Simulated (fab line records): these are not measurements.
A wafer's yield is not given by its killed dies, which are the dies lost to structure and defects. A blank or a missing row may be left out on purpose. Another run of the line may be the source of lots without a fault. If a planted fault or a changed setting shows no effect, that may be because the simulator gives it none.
Chamber matching / flow n5 finfet / N5_MOL_CONTACT_COAG_ALD_133 on ald sin-04 has 4 sister chambers
The step deposits SiO2, target thk 5 nm, pulse time 1 s, co reactant pulse time 1 s. 8 wafers are shown with their chamber, then 12 later ones without.

WAFERS WITH THEIR CHAMBER
wafer=L081.2; chamber=2; heater power w (W)=79; chamber pressure Torr (Torr)=1.997
wafer=L084.4; chamber=1; heater power w (W)=75; chamber pressure Torr (Torr)=2.001
wafer=L085.1; chamber=1; heater power w (W)=75; chamber pressure Torr (Torr)=1.995
wafer=L086.3; chamber=2; heater power w (W)=77; chamber pressure Torr (Torr)=1.998
wafer=L086.4; chamber=0; heater power w (W)=92; chamber pressure Torr (Torr)=2.003
wafer=L087.3; chamber=3; heater power w (W)=65; chamber pressure Torr (Torr)=1.993
wafer=L087.5; chamber=0; heater power w (W)=91; chamber pressure Torr (Torr)=2.001
wafer=L087.6; chamber=3; heater power w (W)=65; chamber pressure Torr (Torr)=1.995

WAFERS WITH NO CHAMBER GIVEN
wafer=L090.1; heater power w (W)=80; chamber pressure Torr (Torr)=2.005
wafer=L090.2; heater power w (W)=92; chamber pressure Torr (Torr)=2.005
wafer=L090.5; heater power w (W)=76; chamber pressure Torr (Torr)=1.994
wafer=L093.1; heater power w (W)=65; chamber pressure Torr (Torr)=2.003
wafer=L093.4; heater power w (W)=75; chamber pressure Torr (Torr)=1.998
wafer=L093.6; heater power w (W)=76; chamber pressure Torr (Torr)=1.996
wafer=L096.1; heater power w (W)=65; chamber pressure Torr (Torr)=2.004
wafer=L096.3; heater power w (W)=90; chamber pressure Torr (Torr)=2.003
wafer=L096.5; heater power w (W)=90; chamber pressure Torr (Torr)=1.997
wafer=L097.3; heater power w (W)=91; chamber pressure Torr (Torr)=1.999
wafer=L097.4; heater power w (W)=77; chamber pressure Torr (Torr)=2.000
wafer=L097.6; heater power w (W)=65; chamber pressure Torr (Torr)=1.989

EACH ONE'S CHAMBER
wafer=L090.1; from the rows above=2; in truth=2
wafer=L090.2; from the rows above=0; in truth=0
wafer=L090.5; from the rows above=can't be placed: 1 or 2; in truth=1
wafer=L093.1; from the rows above=3; in truth=3
wafer=L093.4; from the rows above=1; in truth=1
wafer=L093.6; from the rows above=can't be placed: 1 or 2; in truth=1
wafer=L096.1; from the rows above=3; in truth=3
wafer=L096.3; from the rows above=0; in truth=0
wafer=L096.5; from the rows above=0; in truth=0
wafer=L097.3; from the rows above=0; in truth=0
wafer=L097.4; from the rows above=can't be placed: 2 or 1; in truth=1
wafer=L097.6; from the rows above=3; in truth=3
Correctly placed: 9 of 12. Unplaceable from these rows: 3, with the true chamber sitting among the candidates in 3. Wrongly placed: 0.
How it was worked out, from the rows above alone: a wafer's distance from a chamber is the root of the sum, over the readings, of the square of ((its reading less the chamber's mean) divided by the reading's scatter). If the next closest chamber is less than 2 further off than the closest, the wafer can't be placed; otherwise it belongs to the closest. Each chamber's mean is taken over the wafers shown for it. The scatter: take each reading less its chamber's mean, square it, sum over the shown wafers, divide by the number of wafers less the number of chambers, and take the root.
